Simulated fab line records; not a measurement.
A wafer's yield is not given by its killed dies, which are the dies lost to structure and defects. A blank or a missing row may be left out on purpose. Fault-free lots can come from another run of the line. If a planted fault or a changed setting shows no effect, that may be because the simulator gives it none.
Which tool did it?	flow n5-finfet	Sampling: 24 lots, 72 wafers, 3 of 1938 route steps

WHAT EACH GAUGE READ, for each wafer
N5_BEOL_M13_RS_MEAS_54: the measuring method here is four-point-probe. Usual: M13_RS gives 0.0453 ohm/sq (standard deviation 0.0006).
lot	measured	on	M13_RS (ohm/sq)	flag
L075	day 11 08:16	film-metro-01	0.0451 0.0460 0.0462	
L074	day 11 14:38	film-metro-01	0.0446 0.0446 0.0452	
L077	day 11 14:44	film-metro-01	0.0458 0.0453 0.0458	
L078	day 11 21:08	film-metro-02	0.0444 0.0454 0.0456	
L079	day 12 04:13	film-metro-01	0.0456 0.0457 0.0456	
L076	day 12 04:30	film-metro-01	0.0457 0.0452 0.0455	
L080	day 12 14:57	film-metro-01	0.0442 0.0439 0.0438	
L081	day 12 15:04	film-metro-02	0.0455 0.0448 0.0454	
L082	day 12 19:11	film-metro-02	0.0456 0.0452 0.0457	
L083	day 13 08:06	film-metro-02	0.0453 0.0454 0.0456	
L084	day 13 12:19	film-metro-02	0.0456 0.0451 0.0443	
L087	day 14 01:38	film-metro-02	0.0457 0.0453 0.0457	
L085	day 14 03:19	film-metro-02	0.0465 0.0457 0.0462	
L088	day 14 08:37	film-metro-02	0.0454 0.0450 0.0455	
L086	day 14 12:23	film-metro-01	0.0447 0.0449 0.0453	
L089	day 14 17:43	film-metro-01	0.0443 0.0452 0.0447	
L090	day 15 02:34	film-metro-02	0.0455 0.0449 0.0458	
L091	day 15 06:23	film-metro-01	0.0457 0.0454 0.0459	
L093	day 15 11:01	film-metro-01	0.0461 0.0441 0.0447	
L092	day 15 20:09	film-metro-02	0.0458 0.0465 0.0452	
L095	day 16 04:11	film-metro-02	0.0450 0.0448 0.0451	
L094	day 16 04:43	film-metro-02	0.0463 0.0454 0.0457	
L096	day 16 07:35	film-metro-01	0.0443 0.0453 0.0448	
L097	day 16 16:34	film-metro-02	0.0459 0.0454 0.0456	

N5_BEOL_M14_OVL_MEAS_11. Usual: V13_OVL gives -3 nm (standard deviation 5.1).
lot	measured	on	V13_OVL (nm)	flag
L075	day 11 08:58	overlay-02	-4 -6 -8	
L074	day 11 15:13	overlay-02	-3 -11 -9	
L077	day 11 15:27	overlay-02	-6 -1 -1	
L078	day 11 21:44	overlay-02	-4 -1 -7	
L079	day 12 04:48	overlay-02	-2 -5 3	
L076	day 12 05:13	overlay-02	-8 -4 -3	
L080	day 12 15:33	overlay-01	4 6 -3	
L081	day 12 15:40	overlay-02	4 6 4	
L082	day 12 19:53	overlay-02	-11 -4 -14	
L083	day 13 08:56	overlay-02	-3 -12 -2	
L084	day 13 12:55	overlay-01	-4 1 -4	
L087	day 14 02:21	overlay-02	-9 3 -10	
L085	day 14 04:07	overlay-01	1 4 -4	
L088	day 14 09:12	overlay-01	-2 -3 -5	
L086	day 14 12:58	overlay-01	-1 6 7	
L089	day 14 18:19	overlay-02	-6 -3 0	
L090	day 15 03:17	overlay-02	-4 -13 -8	
L091	day 15 07:07	overlay-01	0 -2 1	
L093	day 15 11:37	overlay-02	-3 -4 5	
L092	day 15 20:53	overlay-01	-1 -1 -2	
L095	day 16 04:46	overlay-02	-8 -4 -12	
L094	day 16 05:26	overlay-01	-8 -7 1	
L096	day 16 08:15	overlay-02	0 -5 0	
L097	day 16 17:09	overlay-02	3 -7 -4	

WHICH TOOL RAN EACH LOT (tool, then ch and the chambers of the sampled wafers, then the start)
lot	N5_BEOL_M13_SPUTTER_44
L075	pvd-sputter-02, day 11 06:59
L074	pvd-sputter-03, day 11 13:33
L077	pvd-sputter-02, day 11 13:35
L078	pvd-sputter-01, day 11 20:04
L079	pvd-sputter-03, day 12 03:05
L076	pvd-sputter-01, day 12 03:25
L080	pvd-sputter-03, day 12 13:44
L081	pvd-sputter-02, day 12 13:48
L082	pvd-sputter-01, day 12 17:59
L083	pvd-sputter-03, day 13 07:00
L084	pvd-sputter-02, day 13 10:53
L087	pvd-sputter-01, day 14 00:34
L085	pvd-sputter-01, day 14 02:13
L088	pvd-sputter-01, day 14 07:10
L086	pvd-sputter-02, day 14 11:18
L089	pvd-sputter-01, day 14 16:30
L090	pvd-sputter-02, day 15 00:32
L091	pvd-sputter-02, day 15 05:17
L093	pvd-sputter-02, day 15 09:56
L092	pvd-sputter-01, day 15 18:52
L095	pvd-sputter-01, day 16 03:06
L094	pvd-sputter-02, day 16 03:38
L096	pvd-sputter-02, day 16 06:29
L097	pvd-sputter-01, day 16 15:22
- N5_BEOL_M13_SPUTTER_44: material Ta, target thk 10 nm, time 16.13 s.

WHAT THE TOOLS THEMSELVES READ (means of the sampled wafers that have a number; where no wafer has one, the mark that the record gives instead)
N5_BEOL_M13_SPUTTER_44. Usual: bias-v 79.9 V, standard deviation 0.74; substrate-temp-c 50.00 C, standard deviation 0.12; throttle-valve-pct 30.0 %, standard deviation 1.5.
lot	tool	bias-v (V)	substrate-temp-c (C)	throttle-valve-pct (%)	flag
L075	pvd-sputter-02	79.7	49.95	30.4	
L074	pvd-sputter-03	79.9	50.00	30.1	
L077	pvd-sputter-02	80.0	49.91	30.3	
L078	pvd-sputter-01	80.3	50.03	29.1	
L079	pvd-sputter-03	79.3	50.09	30.9	
L076	pvd-sputter-01	79.8	49.94	29.7	
L080	pvd-sputter-03	80.3	49.92	29.2	
L081	pvd-sputter-02	80.0	50.03	29.8	
L082	pvd-sputter-01	79.9	49.95	29.2	
L083	pvd-sputter-03	79.4	49.95	31.7	
L084	pvd-sputter-02	79.5	50.01	30.4	
L087	pvd-sputter-01	80.3	49.98	29.3	
L085	pvd-sputter-01	81.1	49.98	29.0	
L088	pvd-sputter-01	80.3	50.04	29.8	
L086	pvd-sputter-02	79.7	50.08	29.8	
L089	pvd-sputter-01	79.1	50.07	30.1	
L090	pvd-sputter-02	80.0	50.05	29.8	
L091	pvd-sputter-02	79.8	49.94	28.5	
L093	pvd-sputter-02	80.4	49.89	29.9	
L092	pvd-sputter-01	79.7	50.00	29.1	
L095	pvd-sputter-01	80.2	49.96	29.5	
L094	pvd-sputter-02	79.4	49.95	31.2	
L096	pvd-sputter-02	80.7	49.88	29.9	
L097	pvd-sputter-01	80.4	49.95	29.0	

THE ANSWER, worked out from the rows above alone
Rule: lot off if the mean of its wafers having a number is beyond 3 standard deviations from the usual mean. A lot without any number at a reading at which 4 lots or more have one is off too. Any other lot the step has rows for is counted as sound. Order of review: gauges by route order, followed by the tools' own readings, for which a lot's mean as printed above is used. At the first step where some lot is off, the reading lying furthest off is the one used; lots without a number count as furthest.
Nothing can be told from this: no lot is off at any reading shown.

WHAT THE SIMULATOR PUT IN
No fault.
